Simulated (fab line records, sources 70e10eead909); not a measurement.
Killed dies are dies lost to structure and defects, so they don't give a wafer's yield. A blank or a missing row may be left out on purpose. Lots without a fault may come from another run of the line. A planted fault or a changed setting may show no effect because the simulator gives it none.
A struck lot beside a sound one | flow nand_harc | 15 steps out of a route of 1302
Sound: wafers L779.2, L779.3, L779.5. Struck: wafers L780.1, L780.2, L780.4. The cause comes at the end.
At each step with rows: each side's tool, then ch and its chambers, then its first start. Under that, the readings that differ: sound wafers | struck wafers | difference of the means | sigmas: that difference in standard deviations of wafers without a fault.
alike: readings whose means differ by less than 2 such deviations, and words and numbers that are the same on both sides. not compared: withheld readings, readings that some wafer has no value for, bounds like >300 that may hide the same value, and numbers for which the record gives no deviation and whose values overlap.
The two part at a step that has a row with sigmas, a row that says differs or no value, or rows on one side only. Numbers that don't overlap but have no deviation are shown without sigmas and don't part them. A reading that every wafer of one side lacks parts them only if that side has two wafers or more.

NHARC_A_CONTACT_ETCH_138: etches the open film in C4F8/O2/Ar, time 311 s, target depth 1914 nm.
  sound on har_cap_etch-01 ch 1, day 23 08:24; struck on har_cap_etch-02 ch 0,1, day 24 00:30
  alike: oes_air_line_au
  not compared: rf_hours_counter_h
NHARC_A_CONTACT_ETCH_139: etches the open film in C4F8/O2/Ar, time 195 s, target depth 840 nm.
  sound on har_cap_etch-01 ch 1, day 23 08:40; struck on har_cap_etch-02 ch 0,1, day 24 00:52
  alike: oes_air_line_au
  not compared: rf_hours_counter_h
then, 1 step without rows for these wafers: NHARC_A_CONTACT_ETCH_92 (etches the open film in CH3F/O2, target depth 40 nm, time 85.7 s).
NHARC_A_CONTACT_ETCH_98: etches the open film in C4F6/O2, target depth 20 nm, time 10 s.
  sound on rie_diel-08 ch 1,2,3; struck on rie_diel-04 ch 0,1,3
  alike: c4f6_flow_sccm, drypump_motor_current_A, oes_product_au, rf_vpp_V, showerhead_plenum_p_Torr, throttle_valve_pct
  not compared: rf_hours_counter_h
NHARC_A_CONTACT_CD_MEAS_15:
  sound on cd_sem-02, day 23 09:28; struck on cd_sem-02, day 24 01:57
  alike: cd_nm
then, 3 steps without rows for these wafers: NHARC_A_CONTACT_STRIP_107 (strips in N2/H2); NHARC_A_CONTACT_STRIP_108 (strips in CF4/CHF3); NHARC_A_CONTACT_STRIP_109 (strips in O2/COS).
NHARC_A_CONTACT_ETCH_110: etches the open film in CF4/O2, target depth 60 nm, overetch 6 nm, time 33 s.
  sound on rie_diel-08 ch 1,3, day 23 09:58; struck on rie_diel-04 ch 0,1,3, day 24 02:20
  alike: drypump_motor_current_A, oes_product_au, rf_vpp_V, showerhead_plenum_p_Torr, throttle_valve_pct
  not compared: rf_hours_counter_h
NHARC_A_CONTACT_STRIP_26: strips in O2.
  sound on rie_diel-08 ch 2,3; struck on rie_diel-04 ch 0,1,3
  alike: drypump_motor_current_A, oes_product_au, rf_vpp_V, showerhead_plenum_p_Torr, throttle_valve_pct
  not compared: rf_hours_counter_h
then, 2 steps without rows for these wafers: NHARC_A_CONTACT_STRIP_27 (strips in post etch residue remover, time 600 s); NHARC_A_CONTACT_ALD_18 (deposits TiN, target thk 3 nm, pulse time 1 s, ald cycles 150).
NHARC_A_CONTACT_CVD_19: deposits W, target thk 300 nm, time 802 s.
  sound on cvd_w-01 ch 0,1, day 23 10:49; struck on cvd_w-02 ch 0,1, day 24 03:54
  no value came back on the struck wafers for chamber_pressure_Torr (Torr), heater_power_outer_w (W), heater_power_w (W), throttle_valve_pct (%); on the sound wafers chamber_pressure_Torr (Torr) reads 39.97 39.95 40.02
NHARC_A_CONTACT_CMP_20: polishes, t overpolish 30 s, target thk 300 nm.
  sound on cmp-01 ch 0,2, day 23 11:42; struck on cmp-02 ch 0,2,3, day 24 04:48
  reading                | sound    | struck | difference | sigmas
  time_to_endpoint_s (s) | 57 58 61 | 1 0 1  | -58        | -18
  alike: motor_current_A, overpolish_run_s
NHARC_END_SORT_01:
  the record has rows for the struck wafers here (prober-02 ch 0, day 26 01:07) and none for the sound ones

WHERE THEY PART
First at NHARC_A_CONTACT_CVD_19; last, within this record, at NHARC_END_SORT_01.

WHY: what the simulator had put in
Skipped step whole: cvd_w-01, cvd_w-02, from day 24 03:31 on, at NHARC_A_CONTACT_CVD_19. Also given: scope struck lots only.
